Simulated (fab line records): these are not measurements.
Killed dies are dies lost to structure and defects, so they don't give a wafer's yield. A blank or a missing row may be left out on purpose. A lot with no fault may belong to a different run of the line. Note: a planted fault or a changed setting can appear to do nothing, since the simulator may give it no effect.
Which tool did it? | flow nand harc | 24 lots with 72 wafers sampled at 6 steps, on a route of 1159 steps

WHAT THE GAUGES SHOWED, per wafer
NHARC_A_BONDPAD_THK_MEAS_30: measures by ellipsometry. Usual: thk nm reads 199.8 nm (standard deviation 1.4).
lot  | measured     | on            | thk nm (nm)       | flag
L075 | day 17 23:41 | film metro-02 | 200.5 199.6 203.7 |
L076 | day 18 02:55 | film metro-01 | 201.7 200.8 201.4 |
L077 | day 18 04:25 | film metro-01 | 197.6 198.2 198.0 |
L074 | day 18 09:23 | film metro-01 | 199.5 200.2 201.5 |
L078 | day 18 14:53 | film metro-02 | 200.4 199.8 199.2 |
L079 | day 18 18:57 | film metro-01 | 201.2 200.4 199.3 |
L080 | day 19 12:08 | film metro-01 | 198.3 199.1 200.9 |
L081 | day 19 13:07 | film metro-01 | 199.5 198.4 199.3 |
L082 | day 19 22:45 | film metro-01 | 197.8 199.1 197.8 |
L083 | day 19 23:40 | film metro-01 | 199.9 200.1 200.6 |
L084 | day 20 01:18 | film metro-01 | 198.5 200.0 202.1 |
L086 | day 20 18:06 | film metro-01 | 200.0 200.4 198.4 |
L087 | day 20 18:25 | film metro-02 | 201.6 201.2 200.2 |
L085 | day 21 03:41 | film metro-01 | 198.5 200.0 201.2 |
L088 | day 21 03:52 | film metro-02 | 199.4 198.1 201.8 |
L089 | day 21 22:34 | film metro-02 | 199.9 200.2 199.3 |
L091 | day 22 02:34 | film metro-02 | 199.6 199.1 199.2 |
L090 | day 22 07:18 | film metro-02 | 200.9 200.5 202.4 |
L092 | day 22 14:53 | film metro-02 | 198.8 198.7 198.6 |
L096 | day 22 18:05 | film metro-01 | 200.8 200.2 200.1 |
L094 | day 23 02:05 | film metro-01 | 199.0 201.0 199.0 |
L095 | day 23 02:25 | film metro-01 | 197.9 197.6 196.0 |
L093 | day 23 09:29 | film metro-02 | 197.6 197.2 202.0 |
L097 | day 23 14:38 | film metro-01 | 198.4 202.1 200.1 |

WHICH TOOL RAN EACH LOT (tool, then ch and the chambers of the sampled wafers, then the start)
lot  | NHARC_A_M0_ANNEAL_30             | NHARC_A_M0_PRE_CLEAN_31         | NHARC_A_M0_DEP_32               | NHARC_A_M1_ANNEAL_31             | NHARC_A_M1_DEP_33
L075 | rtp anneal-02 ch 0, day 17 16:57 | pecvd-03 ch 0,1, day 17 17:51   | pecvd-03 ch 0,1, day 17 17:58   | rtp anneal-02 ch 0, day 17 21:31 | pecvd-04 ch 0,2, day 17 22:28
L076 | rtp anneal-02 ch 0, day 17 20:16 | pecvd-04 ch 0,1, day 17 21:09   | pecvd-04 ch 0,1, day 17 21:14   | rtp anneal-01 ch 0, day 18 00:43 | pecvd-01 ch 0,1, day 18 01:47
L077 | rtp anneal-02 ch 0, day 17 21:56 | pecvd-03 ch 0,1,2, day 17 22:49 | pecvd-03 ch 0,1,2, day 17 22:54 | rtp anneal-01 ch 0, day 18 02:01 | pecvd-03 ch 0,1, day 18 03:13
L074 | rtp anneal-01 ch 0, day 18 02:55 | pecvd-03 ch 0,1, day 18 03:49   | pecvd-03 ch 0,1, day 18 03:55   | rtp anneal-02 ch 0, day 18 07:12 | pecvd-03 ch 0,1,2, day 18 08:11
L078 | rtp anneal-01 ch 0, day 18 08:14 | pecvd-01 ch 0,1,2, day 18 09:08 | pecvd-01 ch 0,1,2, day 18 09:13 | rtp anneal-02 ch 0, day 18 12:28 | pecvd-04 ch 0,1,2, day 18 13:40
L079 | rtp anneal-01 ch 0, day 18 11:30 | pecvd-03 ch 0,1, day 18 13:33   | pecvd-03 ch 0,1, day 18 13:41   | rtp anneal-01 ch 0, day 18 16:47 | pecvd-04 ch 0,1,2, day 18 17:44
L080 | rtp anneal-01 ch 0, day 19 05:43 | pecvd-04 ch 0,2, day 19 06:32   | pecvd-04 ch 0,2, day 19 06:40   | rtp anneal-02 ch 0, day 19 09:50 | pecvd-04 ch 0,1, day 19 10:55
L081 | rtp anneal-02 ch 0, day 19 06:37 | pecvd-01 ch 0,1, day 19 07:34   | pecvd-01 ch 0,1, day 19 07:40   | rtp anneal-01 ch 0, day 19 10:56 | pecvd-01 ch 0,1,2, day 19 11:54
L082 | rtp anneal-02 ch 0, day 19 16:15 | pecvd-01 ch 1,2, day 19 17:11   | pecvd-01 ch 1,2, day 19 17:20   | rtp anneal-01 ch 0, day 19 20:32 | pecvd-03 ch 0,1, day 19 21:35
L083 | rtp anneal-01 ch 0, day 19 17:06 | pecvd-04 ch 0,1,2, day 19 18:11 | pecvd-04 ch 0,1,2, day 19 18:17 | rtp anneal-01 ch 0, day 19 21:28 | pecvd-01 ch 0,1,2, day 19 22:27
L084 | rtp anneal-02 ch 0, day 19 18:52 | pecvd-01 ch 0,1,2, day 19 19:39 | pecvd-01 ch 0,1,2, day 19 19:44 | rtp anneal-02 ch 0, day 19 23:12 | pecvd-03 ch 0,1,2, day 20 00:08
L086 | rtp anneal-01 ch 0, day 20 11:10 | pecvd-03 ch 0,2, day 20 12:04   | pecvd-03 ch 0,2, day 20 12:11   | rtp anneal-01 ch 0, day 20 15:37 | pecvd-03 ch 0,2, day 20 16:35
L087 | rtp anneal-02 ch 0, day 20 11:40 | pecvd-04 ch 1,2, day 20 12:35   | pecvd-04 ch 1,2, day 20 12:40   | rtp anneal-02 ch 0, day 20 15:52 | pecvd-01 ch 0,2, day 20 16:52
L085 | rtp anneal-01 ch 0, day 20 20:52 | pecvd-04 ch 0,1,2, day 20 21:46 | pecvd-04 ch 0,1,2, day 20 21:52 | rtp anneal-01 ch 0, day 21 01:19 | pecvd-04 ch 0,1, day 21 02:29
L088 | rtp anneal-01 ch 0, day 20 21:21 | pecvd-01 ch 0,1,2, day 20 22:15 | pecvd-01 ch 0,1,2, day 20 22:21 | rtp anneal-02 ch 0, day 21 01:41 | pecvd-01 ch 1,2, day 21 02:39
L089 | rtp anneal-02 ch 0, day 21 15:59 | pecvd-04 ch 0,2, day 21 16:49   | pecvd-04 ch 0,2, day 21 16:57   | rtp anneal-01 ch 0, day 21 20:08 | pecvd-04 ch 1,2, day 21 21:23
L091 | rtp anneal-02 ch 0, day 21 19:53 | pecvd-03 ch 0,1,2, day 21 20:56 | pecvd-03 ch 0,1,2, day 21 21:01 | rtp anneal-01 ch 0, day 22 00:24 | pecvd-03 ch 0,1,2, day 22 01:22
L090 | rtp anneal-01 ch 0, day 22 00:45 | pecvd-01 ch 0,1, day 22 01:39   | pecvd-01 ch 0,1, day 22 01:45   | rtp anneal-01 ch 0, day 22 05:07 | pecvd-03 ch 0,1, day 22 06:07
L092 | rtp anneal-01 ch 0, day 22 08:17 | pecvd-04 ch 0,1,2, day 22 09:11 | pecvd-04 ch 0,1,2, day 22 09:20 | rtp anneal-01 ch 0, day 22 12:34 | pecvd-01 ch 0,1,2, day 22 13:33
L096 | rtp anneal-01 ch 0, day 22 11:24 | pecvd-01 ch 0,1,2, day 22 12:37 | pecvd-01 ch 0,1,2, day 22 12:41 | rtp anneal-02 ch 0, day 22 15:55 | pecvd-03 ch 0,1,2, day 22 16:53
L094 | rtp anneal-01 ch 0, day 22 19:43 | pecvd-04 ch 0,1,2, day 22 20:37 | pecvd-04 ch 0,1,2, day 22 20:44 | rtp anneal-01 ch 0, day 22 23:59 | pecvd-04 ch 1,2, day 23 00:52
L095 | rtp anneal-02 ch 0, day 22 20:01 | pecvd-03 ch 0,1,2, day 22 20:58 | pecvd-03 ch 0,1,2, day 22 21:03 | rtp anneal-02 ch 0, day 23 00:14 | pecvd-04 ch 0,1,2, day 23 01:13
L093 | rtp anneal-01 ch 0, day 23 02:44 | pecvd-04 ch 0,1,2, day 23 03:35 | pecvd-04 ch 0,1,2, day 23 03:41 | rtp anneal-02 ch 0, day 23 07:14 | pecvd-04 ch 0,1,2, day 23 08:14
L097 | rtp anneal-02 ch 0, day 23 08:01 | pecvd-04 ch 0,1,2, day 23 08:56 | pecvd-04 ch 0,1,2, day 23 09:05 | rtp anneal-01 ch 0, day 23 12:20 | pecvd-04 ch 1,2, day 23 13:18
- NHARC_A_M0_ANNEAL_30: time 90 s.
- NHARC_A_M0_PRE_CLEAN_31: time 12 s.
- NHARC_A_M0_DEP_32: deposits SiCN, target thk 30 nm.
- NHARC_A_M1_ANNEAL_31: time 90 s.
- NHARC_A_M1_DEP_33: deposits SiCN, target thk 30 nm.

WHAT THE TOOLS THEMSELVES READ (means of the sampled wafers that have a number; where no wafer has one, the mark that the record gives instead)
NHARC_A_M0_ANNEAL_30. Usual: wafer_temp_C_max reads 226.1 (standard deviation 0.36).
lot  | tool          | wafer_temp_C_max | flag
L075 | rtp anneal-02 | 226.3            |
L076 | rtp anneal-02 | 225.8            |
L077 | rtp anneal-02 | 226.0            |
L074 | rtp anneal-01 | 225.9            |
L078 | rtp anneal-01 | 226.2            |
L079 | rtp anneal-01 | 226.6            |
L080 | rtp anneal-01 | 226.4            |
L081 | rtp anneal-02 | 225.8            |
L082 | rtp anneal-02 | 225.9            |
L083 | rtp anneal-01 | 226.1            |
L084 | rtp anneal-02 | 225.9            |
L086 | rtp anneal-01 | 226.6            |
L087 | rtp anneal-02 | 225.7            |
L085 | rtp anneal-01 | 226.6            |
L088 | rtp anneal-01 | 226.0            |
L089 | rtp anneal-02 | 225.6            |
L091 | rtp anneal-02 | 226.0            |
L090 | rtp anneal-01 | 226.2            |
L092 | rtp anneal-01 | 226.2            |
L096 | rtp anneal-01 | 226.4            |
L094 | rtp anneal-01 | 226.3            |
L095 | rtp anneal-02 | 225.9            |
L093 | rtp anneal-01 | 226.4            |
L097 | rtp anneal-02 | 225.9            |

NHARC_A_M0_PRE_CLEAN_31. Usual: heater power w reads 682 W (standard deviation 59).
lot  | tool     | heater power w (W) | flag
L075 | pecvd-03 | 627                |
L076 | pecvd-04 | 662                |
L077 | pecvd-03 | 679                |
L074 | pecvd-03 | 648                |
L078 | pecvd-01 | 754                |
L079 | pecvd-03 | 596                |
L080 | pecvd-04 | 672                |
L081 | pecvd-01 | 702                |
L082 | pecvd-01 | 738                |
L083 | pecvd-04 | 665                |
L084 | pecvd-01 | 703                |
L086 | pecvd-03 | 671                |
L087 | pecvd-04 | 722                |
L085 | pecvd-04 | 658                |
L088 | pecvd-01 | 692                |
L089 | pecvd-04 | 634                |
L091 | pecvd-03 | 711                |
L090 | pecvd-01 | 690                |
L092 | pecvd-04 | 628                |
L096 | pecvd-01 | 742                |
L094 | pecvd-04 | 658                |
L095 | pecvd-03 | 690                |
L093 | pecvd-04 | 654                |
L097 | pecvd-04 | 658                |

NHARC_A_M0_DEP_32. Usual: heater power w 631 W, standard deviation 65; showerhead vpp V 1309 V, standard deviation 73.
lot  | tool     | heater power w (W) | showerhead vpp V (V) | flag
L075 | pecvd-03 | 576                | 1386                 |
L076 | pecvd-04 | 578                | 1319                 |
L077 | pecvd-03 | 625                | 1359                 |
L074 | pecvd-03 | 585                | 1375                 |
L078 | pecvd-01 | 649                | 1326                 |
L079 | pecvd-03 | 596                | 1386                 |
L080 | pecvd-04 | 619                | 1196                 |
L081 | pecvd-01 | 617                | 1304                 |
L082 | pecvd-01 | 636                | 1321                 |
L083 | pecvd-04 | 653                | 1264                 |
L084 | pecvd-01 | 671                | 1336                 |
L086 | pecvd-03 | 612                | 1354                 |
L087 | pecvd-04 | 569                | 1222                 |
L085 | pecvd-04 | 620                | 1260                 |
L088 | pecvd-01 | 674                | 1326                 |
L089 | pecvd-04 | 618                | 1189                 |
L091 | pecvd-03 | 651                | 1357                 |
L090 | pecvd-01 | 682                | 1333                 |
L092 | pecvd-04 | 617                | 1265                 |
L096 | pecvd-01 | 672                | 1332                 |
L094 | pecvd-04 | 621                | 1265                 |
L095 | pecvd-03 | 653                | 1341                 |
L093 | pecvd-04 | 596                | 1277                 |
L097 | pecvd-04 | 566                | 1271                 |

NHARC_A_M1_ANNEAL_31. Usual: wafer_temp_C_max reads 226.1 (standard deviation 0.32).
lot  | tool          | wafer_temp_C_max | flag
L075 | rtp anneal-02 | 225.9            |
L076 | rtp anneal-01 | 226.4            |
L077 | rtp anneal-01 | 226.7            |
L074 | rtp anneal-02 | 225.8            |
L078 | rtp anneal-02 | 225.9            |
L079 | rtp anneal-01 | 226.4            |
L080 | rtp anneal-02 | 226.0            |
L081 | rtp anneal-01 | 226.2            |
L082 | rtp anneal-01 | 226.4            |
L083 | rtp anneal-01 | 226.2            |
L084 | rtp anneal-02 | 226.0            |
L086 | rtp anneal-01 | 226.1            |
L087 | rtp anneal-02 | 225.8            |
L085 | rtp anneal-01 | 225.9            |
L088 | rtp anneal-02 | 225.7            |
L089 | rtp anneal-01 | 226.1            |
L091 | rtp anneal-01 | 226.2            |
L090 | rtp anneal-01 | 226.1            |
L092 | rtp anneal-01 | 226.5            |
L096 | rtp anneal-02 | 225.7            |
L094 | rtp anneal-01 | 226.4            |
L095 | rtp anneal-02 | 225.8            |
L093 | rtp anneal-02 | 225.7            |
L097 | rtp anneal-01 | 226.0            |

NHARC_A_M1_DEP_33. Usual: heater power w 625 W, standard deviation 65; showerhead vpp V 1313 V, standard deviation 71.
lot  | tool     | heater power w (W) | showerhead vpp V (V) | flag
L075 | pecvd-04 | 591                | 1217                 |
L076 | pecvd-01 | 656                | 1326                 |
L077 | pecvd-03 | 499                | 1381                 |
L074 | pecvd-03 | 648                | 1346                 |
L078 | pecvd-04 | 555                | 1261                 |
L079 | pecvd-04 | 580                | 1262                 |
L080 | pecvd-04 | 585                | 1291                 |
L081 | pecvd-01 | 694                | 1342                 |
L082 | pecvd-03 | 608                | 1383                 |
L083 | pecvd-01 | 647                | 1325                 |
L084 | pecvd-03 | 612                | 1350                 |
L086 | pecvd-03 | 667                | 1326                 |
L087 | pecvd-01 | 702                | 1340                 |
L085 | pecvd-04 | 561                | 1298                 |
L088 | pecvd-01 | 704                | 1350                 |
L089 | pecvd-04 | 607                | 1247                 |
L091 | pecvd-03 | 628                | 1349                 |
L090 | pecvd-03 | 583                | 1381                 |
L092 | pecvd-01 | 692                | 1322                 |
L096 | pecvd-03 | 604                | 1354                 |
L094 | pecvd-04 | 578                | 1325                 |
L095 | pecvd-04 | 648                | 1264                 |
L093 | pecvd-04 | 641                | 1268                 |
L097 | pecvd-04 | 618                | 1318                 |

THE ANSWER, worked out from the rows above alone
Rule: a lot counts as off when the mean over its wafers that have a number is more than 3 standard deviations away from the usual mean. Also off: a lot with no number at a reading for which 4 or more lots have one. Any other lot the step has rows for is counted as sound. The gauges are gone through in route order, then the tools' own readings, and for those a lot's mean is taken as printed above. The first step at which some lot is off is used, and at that step the reading that is off furthest; a lot without a number counts as furthest.
None of the lots is off at any reading shown; this tells nothing.

WHAT THE SIMULATOR PUT IN
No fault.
